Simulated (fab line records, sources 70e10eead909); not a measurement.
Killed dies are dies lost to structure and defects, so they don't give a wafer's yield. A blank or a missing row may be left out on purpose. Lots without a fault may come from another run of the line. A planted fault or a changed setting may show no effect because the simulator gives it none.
A struck lot beside a sound one | flow nand_harc | 22 steps out of a route of 1302
Sound: wafers L659.3, L659.5, L659.6. Struck: wafers L655.2, L655.3, L655.5. The cause comes at the end.
At each step with rows: each side's tool, then ch and its chambers, then its first start. Under that, the readings that differ: sound wafers | struck wafers | difference of the means | sigmas: that difference in standard deviations of wafers without a fault.
alike: readings whose means differ by less than 2 such deviations, and words and numbers that are the same on both sides. not compared: withheld readings, readings that some wafer has no value for, bounds like >300 that may hide the same value, and numbers for which the record gives no deviation and whose values overlap.
The two part at a step that has a row with sigmas, a row that says differs or no value, or rows on one side only. Numbers that don't overlap but have no deviation are shown without sigmas and don't part them. A reading that every wafer of one side lacks parts them only if that side has two wafers or more.

NHARC_A_BLC_CVD_24: deposits W, target thk 150 nm, time 434 s.
  sound on cvd_w-02 ch 0,1; struck on cvd_w-01 ch 0,1
  alike: heater_power_w, susceptor_temp_C, throttle_valve_pct
NHARC_A_BLC_CMP_25: polishes, t overpolish 30 s, target thk 150 nm.
  sound on cmp-01 ch 0,1,3, day 29 20:11; struck on cmp-01 ch 0,2, day 27 20:24
  alike: motor_current_A, overpolish_run_s, time_to_endpoint_s
then, 1 step without rows for these wafers: NHARC_A_BLC_SRD_27.
NHARC_A_BLC_INSPECT_28:
  sound on defect_inspect-02, day 29 20:31; struck on defect_inspect-01, day 27 20:48
  alike: raw_defect_count
then, 7 steps without rows for these wafers: NHARC_A_M0_DEP_00 (deposits SiOC, target thk 150 nm); NHARC_A_M0_DEHYDRATE_01 (time 120 s); NHARC_A_M0_HMDS_02 (time 30 s); NHARC_A_M0_COAT_33 (time 65 s); NHARC_A_M0_COAT_03 (resist thk 90 nm); NHARC_A_M0_SOFTBAKE_04 (time 55 s); NHARC_A_M0_EBR_05.
NHARC_A_M0_EXPOSE_06: exposes mask A M0, target cd 80 nm.
  sound on arfi_scanner-02 ch 0, day 29 21:17; struck on arfi_scanner-03 ch 0, day 27 21:34
  reading              | sound             | struck            | difference | sigmas
  exposure_dose_mJ_cm2 | 83.25 83.16 83.22 | 78.05 78.00 78.04 | -5.18      | -62
  alike: mask
then, 2 steps without rows for these wafers: NHARC_A_M0_PEB_07 (peb time 65 s); NHARC_A_M0_DEVELOP_08 (develop time 35 s).
NHARC_A_M0_CD_MEAS_09: target cd 80 nm.
  sound on cd_sem-03 ch 0, day 29 21:26; struck on cd_sem-01 ch 0
  reading    | sound          | struck         | difference | sigmas
  cd_nm (nm) | 79.9 78.5 79.8 | 75.5 74.7 74.7 | -4.4       | -6
  not compared: hold
NHARC_A_M0_OVL_MEAS_10: pitch 160 nm.
  sound on overlay-02, day 29 21:31; struck on overlay-02, day 28 02:32
  reading | sound | struck                                                                     | difference                   | sigmas
  hold    | - - - | await_dispo/4.5h/release await_dispo/4.5h/release await_dispo/4.5h/release | no value on the sound wafers |
  alike: overlay_x_nm, overlay_y_nm
NHARC_A_M0_INSPECT_11:
  sound on defect_inspect-02, day 29 21:33; struck on defect_inspect-02, day 28 02:34
  alike: raw_defect_count
NHARC_A_M0_DESCUM_14: chemistry O2, time 3 s.
  sound on rie_diel-09 ch 0,1,3, day 29 21:38; struck on rie_diel-11 ch 0,1,2, day 28 02:38
  reading               | sound             | struck            | difference | sigmas
  model.A_M0.cd_nm (nm) | 80.56 78.15 78.85 | 75.77 75.15 74.28 | -4.12      |
  alike: chamber_pressure_mTorr, drypump_motor_current_A, oes_product_au, rf_vpp_V, showerhead_plenum_p_Torr, throttle_valve_pct
  not compared: rf_hours_counter_h
NHARC_A_M0_ETCH_34: etches the open film in N2/H2, target depth 40 nm, overetch 12 nm, time 43.94 s.
  sound on rie_diel-09 ch 1,2,3, day 29 21:42; struck on rie_diel-11 ch 0,1,2, day 28 02:43
  alike: chamber_pressure_mTorr, drypump_motor_current_A, oes_product_au, rf_vpp_V, showerhead_plenum_p_Torr, throttle_valve_pct
  not compared: rf_hours_counter_h
NHARC_A_M0_ETCH_15: etches the open film in C4F8/Ar, target depth 150 nm, overetch 15 nm, time 82.5 s.
  sound on rie_diel-09 ch 1,2; struck on rie_diel-11 ch 0,1,2
  reading               | sound             | struck            | difference | sigmas
  model.A_M0.cd_nm (nm) | 80.87 78.32 78.85 | 75.18 75.56 74.26 | -4.35      |
  alike: chamber_pressure_mTorr, oes_product_au, rf_vpp_V
  not compared: rf_hours_counter_h
NHARC_A_M0_CD_MEAS_16:
  sound on cd_sem-01, day 29 21:55; struck on cd_sem-01, day 28 03:08
  reading    | sound          | struck         | difference | sigmas
  cd_nm (nm) | 81.2 78.4 78.7 | 75.0 75.6 74.3 | -4.5       | -5
  not compared: hold
-- the record jumps here: 2 days lie between the struck wafers' starts before and after (it left off in module A_M0 and takes up again in module END, whose first step shown is number 1302 of the route) --
NHARC_END_SORT_01:
  sound on prober-02 ch 0, day 31 13:55; struck on prober-01 ch 0, day 30 05:04
  alike: defect_limited_yield, killed_at_array, killed_at_other, killed_at_periphery, killed_dies, killed_open, killed_short, sort_bin_2_pct, sort_bin_3_pct, sort_bin_4_pct, sort_n_pass, sort_rim_yield_pct, sort_yield_pct

WHERE THEY PART
First at NHARC_A_M0_EXPOSE_06; last, within this record, at NHARC_A_M0_CD_MEAS_16. Later steps at which nothing parts them and some readings are alike: NHARC_END_SORT_01.

WHY: what the simulator had put in
Process parameter drift: arfi_scanner-03, from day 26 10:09 on, at NHARC_A_M0_EXPOSE_06. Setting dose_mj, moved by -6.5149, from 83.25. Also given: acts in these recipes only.
